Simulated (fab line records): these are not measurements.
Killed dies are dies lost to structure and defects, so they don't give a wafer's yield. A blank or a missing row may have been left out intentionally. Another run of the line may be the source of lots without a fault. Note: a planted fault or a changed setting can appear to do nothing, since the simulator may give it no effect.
Split-lot study || flow n5_finfet || on a route of 1938 steps: 7 lots, 21 wafers read

ABOUT THE SPLIT
At N5_BEOL_M10_COAT_64 (time 60 s, resist thk 30 nm), the setting spin_rpm was moved away from the recipe's 1500 rpm on 9 of the 21 wafers read, by -10.9% to +8.4%. This setting was run at the recipe's value on the other wafers.

FROM THE SPLIT TO THE READING: what the file shows between them, 5 steps
- N5_BEOL_M10_PEB_26: peb time 60 s (also split here: peb_time_s)
- N5_BEOL_M10_DEVELOP_27: develop time 30 s
- N5_BEOL_M10_CD_MEAS_28: target cd 70 nm
- N5_BEOL_M10_DESCUM_33: chemistry O2, time 7.9 s
- N5_BEOL_M10_ETCH_65: etches SiARC in CF4, target depth 39 nm, time 65 s

THE READING
SiARC_of_BEOL_M10_COAT_64.thk_nm (the simulator's own value, which no gauge read), in nm, at N5_BEOL_M10_ETCH_66 (etches SOC in N2/H2, target depth 120 nm, overetch 24 nm, time 180 s). There is no usual value for it anywhere in the file. Across the 12 wafers here that went through the recipe, the average is 22.7 nm and the standard deviation 0.22 nm.

{"wafer": "L078.2", "tool, chamber at the split": "litho_track-04, 0", "spin_rpm as run, rpm": 1500, "against the recipe": "recipe", "SiARC_of_BEOL_M10_COAT_64.thk_nm, nm": 22.4, "against lot-mates on the recipe": "-"}
{"wafer": "L078.3", "tool, chamber at the split": "litho_track-04, 0", "spin_rpm as run, rpm": 1341, "against the recipe": "-10.6%", "SiARC_of_BEOL_M10_COAT_64.thk_nm, nm": 24.2, "against lot-mates on the recipe": "+1.8"}
{"wafer": "L078.4", "tool, chamber at the split": "litho_track-04, 0", "spin_rpm as run, rpm": 1341, "against the recipe": "-10.6%", "SiARC_of_BEOL_M10_COAT_64.thk_nm, nm": 24, "against lot-mates on the recipe": "+1.6"}
{"wafer": "L083.4", "tool, chamber at the split": "litho_track-03, 0", "spin_rpm as run, rpm": 1500, "against the recipe": "recipe", "SiARC_of_BEOL_M10_COAT_64.thk_nm, nm": 22.6, "against lot-mates on the recipe": "-"}
{"wafer": "L083.6", "tool, chamber at the split": "litho_track-03, 0", "spin_rpm as run, rpm": 1500, "against the recipe": "recipe", "SiARC_of_BEOL_M10_COAT_64.thk_nm, nm": 22.6, "against lot-mates on the recipe": "-"}
{"wafer": "L083.5", "tool, chamber at the split": "litho_track-03, 0", "spin_rpm as run, rpm": 1500, "against the recipe": "recipe", "SiARC_of_BEOL_M10_COAT_64.thk_nm, nm": 23, "against lot-mates on the recipe": "-"}
{"wafer": "L085.2", "tool, chamber at the split": "litho_track-04, 0", "spin_rpm as run, rpm": 1408, "against the recipe": "-6.1%", "SiARC_of_BEOL_M10_COAT_64.thk_nm, nm": 23.8, "against lot-mates on the recipe": "+1.0"}
{"wafer": "L085.3", "tool, chamber at the split": "litho_track-04, 0", "spin_rpm as run, rpm": 1500, "against the recipe": "recipe", "SiARC_of_BEOL_M10_COAT_64.thk_nm, nm": 22.8, "against lot-mates on the recipe": "-"}
{"wafer": "L085.5", "tool, chamber at the split": "litho_track-04, 0", "spin_rpm as run, rpm": 1408, "against the recipe": "-6.1%", "SiARC_of_BEOL_M10_COAT_64.thk_nm, nm": 23.6, "against lot-mates on the recipe": "+0.8"}
{"wafer": "L088.1", "tool, chamber at the split": "litho_track-03, 0", "spin_rpm as run, rpm": 1500, "against the recipe": "recipe", "SiARC_of_BEOL_M10_COAT_64.thk_nm, nm": 22.8, "against lot-mates on the recipe": "-"}
{"wafer": "L088.2", "tool, chamber at the split": "litho_track-03, 0", "spin_rpm as run, rpm": 1337, "against the recipe": "-10.9%", "SiARC_of_BEOL_M10_COAT_64.thk_nm, nm": 24.4, "against lot-mates on the recipe": "+1.6"}
{"wafer": "L088.3", "tool, chamber at the split": "litho_track-03, 0", "spin_rpm as run, rpm": 1337, "against the recipe": "-10.9%", "SiARC_of_BEOL_M10_COAT_64.thk_nm, nm": 24.6, "against lot-mates on the recipe": "+1.8"}
{"wafer": "L089.4", "tool, chamber at the split": "litho_track-05, 0", "spin_rpm as run, rpm": 1500, "against the recipe": "recipe", "SiARC_of_BEOL_M10_COAT_64.thk_nm, nm": 22.4, "against lot-mates on the recipe": "-"}
{"wafer": "L089.5", "tool, chamber at the split": "litho_track-05, 0", "spin_rpm as run, rpm": 1500, "against the recipe": "recipe", "SiARC_of_BEOL_M10_COAT_64.thk_nm, nm": 22.6, "against lot-mates on the recipe": "-"}
{"wafer": "L089.6", "tool, chamber at the split": "litho_track-05, 0", "spin_rpm as run, rpm": 1500, "against the recipe": "recipe", "SiARC_of_BEOL_M10_COAT_64.thk_nm, nm": 22.8, "against lot-mates on the recipe": "-"}
{"wafer": "L092.2", "tool, chamber at the split": "litho_track-03, 0", "spin_rpm as run, rpm": 1626, "against the recipe": "+8.4%", "SiARC_of_BEOL_M10_COAT_64.thk_nm, nm": 21.8, "against lot-mates on the recipe": -0.6}
{"wafer": "L092.3", "tool, chamber at the split": "litho_track-03, 0", "spin_rpm as run, rpm": 1500, "against the recipe": "recipe", "SiARC_of_BEOL_M10_COAT_64.thk_nm, nm": 22.4, "against lot-mates on the recipe": "-"}
{"wafer": "L092.6", "tool, chamber at the split": "litho_track-03, 0", "spin_rpm as run, rpm": 1500, "against the recipe": "recipe", "SiARC_of_BEOL_M10_COAT_64.thk_nm, nm": 22.4, "against lot-mates on the recipe": "-"}
{"wafer": "L095.2", "tool, chamber at the split": "litho_track-04, 0", "spin_rpm as run, rpm": 1368, "against the recipe": "-8.8%", "SiARC_of_BEOL_M10_COAT_64.thk_nm, nm": 24.2, "against lot-mates on the recipe": "+1.2"}
{"wafer": "L095.3", "tool, chamber at the split": "litho_track-04, 0", "spin_rpm as run, rpm": 1368, "against the recipe": "-8.8%", "SiARC_of_BEOL_M10_COAT_64.thk_nm, nm": 23.6, "against lot-mates on the recipe": "+0.6"}
{"wafer": "L095.5", "tool, chamber at the split": "litho_track-04, 0", "spin_rpm as run, rpm": 1500, "against the recipe": "recipe", "SiARC_of_BEOL_M10_COAT_64.thk_nm, nm": 23, "against lot-mates on the recipe": "-"}

FIT RESULTS
A straight line over all 21 wafers: SiARC_of_BEOL_M10_COAT_64.thk_nm changes by -0.144 nm for each +1% of spin_rpm; r = -0.96; the points scatter about the line by 0.24 nm.
The same after taking each lot's own level away (the mean of its wafers on the recipe; 21 wafers): -0.133 nm for each +1%; r = -0.95; scatter 0.24 nm.
The reading moves by 1.4 nm for the largest change in spin_rpm, on that fit.
Measured against the standard deviation above, the lots' own levels, which go from 22.40 to 23.00 nm, span 2.8 times it.
The two slopes agree, so the slope changes little with the lot-to-lot level.
Check: +1.48 nm against its lot-mates is what the line predicts for one of the wafers moved furthest among these (-10.9%) when that wafer is left out of the fit. It came out at +1.6 nm against them.

OTHER SPLITS APPLIED TO THESE WAFERS
These wafers also went through other splits before the reading. Each is held against what the fit with the lots' levels taken away leaves over:
{"other split on the same wafers": "N5_BEOL_M7_COAT_05 spin_rpm", "wafers away from the commonest value": 1, "r with SiARC_of_BEOL_M10_COAT_64.thk_nm (lot level and that fit taken away)": -0.03}
{"other split on the same wafers": "N5_BEOL_M7_ETCH_41 source_w", "wafers away from the commonest value": 7, "r with SiARC_of_BEOL_M10_COAT_64.thk_nm (lot level and that fit taken away)": "+0.25"}
{"other split on the same wafers": "N5_BEOL_M9_COAT_64 spin_rpm", "wafers away from the commonest value": 3, "r with SiARC_of_BEOL_M10_COAT_64.thk_nm (lot level and that fit taken away)": -0.12}
{"other split on the same wafers": "N5_BEOL_M9_COAT_22 spin_rpm", "wafers away from the commonest value": 8, "r with SiARC_of_BEOL_M10_COAT_64.thk_nm (lot level and that fit taken away)": "+0.20"}
{"other split on the same wafers": "N5_BEOL_M10_PEB_26 peb_time_s", "wafers away from the commonest value": 8, "r with SiARC_of_BEOL_M10_COAT_64.thk_nm (lot level and that fit taken away)": -0.57}

THE WHOLE CHAIN: every reading that the file lists as answering this split, in the file's order
{"step": "N5_BEOL_M10_COAT_64", "what it does": "time 60 s, resist thk 30 nm", "reading": "SiARC_of_BEOL_M10_COAT_64.thk_nm (the simulator's own value, which no gauge read)", "change (the file's fit)": "-0.148 nm for each +1% of the setting", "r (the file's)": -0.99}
{"step": "N5_BEOL_M10_ETCH_65", "what it does": "etches SiARC in CF4, target depth 39 nm, time 65 s", "reading": "etch.depth_nm (the simulator's own value, which no gauge read)", "change (the file's fit)": "-0.152 nm for each +1% of the setting", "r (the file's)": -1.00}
{"step": "N5_BEOL_M10_ETCH_65", "what it does": "etches SiARC in CF4, target depth 39 nm, time 65 s", "reading": "CAR-ArF_of_BEOL_M10_COAT_22.thk_nm (the simulator's own value, which no gauge read)", "change (the file's fit)": "+0.132 nm for each +1% of the setting", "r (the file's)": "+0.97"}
{"step": "N5_BEOL_M10_ETCH_66", "what it does": "etches SOC in N2/H2, target depth 120 nm, overetch 24 nm, time 180 s", "reading": "SiARC_of_BEOL_M10_COAT_64.thk_nm (the simulator's own value, which no gauge read)", "change (the file's fit)": "-0.132 nm for each +1% of the setting", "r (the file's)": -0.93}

FILE'S OWN FIT
SiARC_of_BEOL_M10_COAT_64.thk_nm changes by -0.132 nm for each +1% of spin_rpm, r = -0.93.
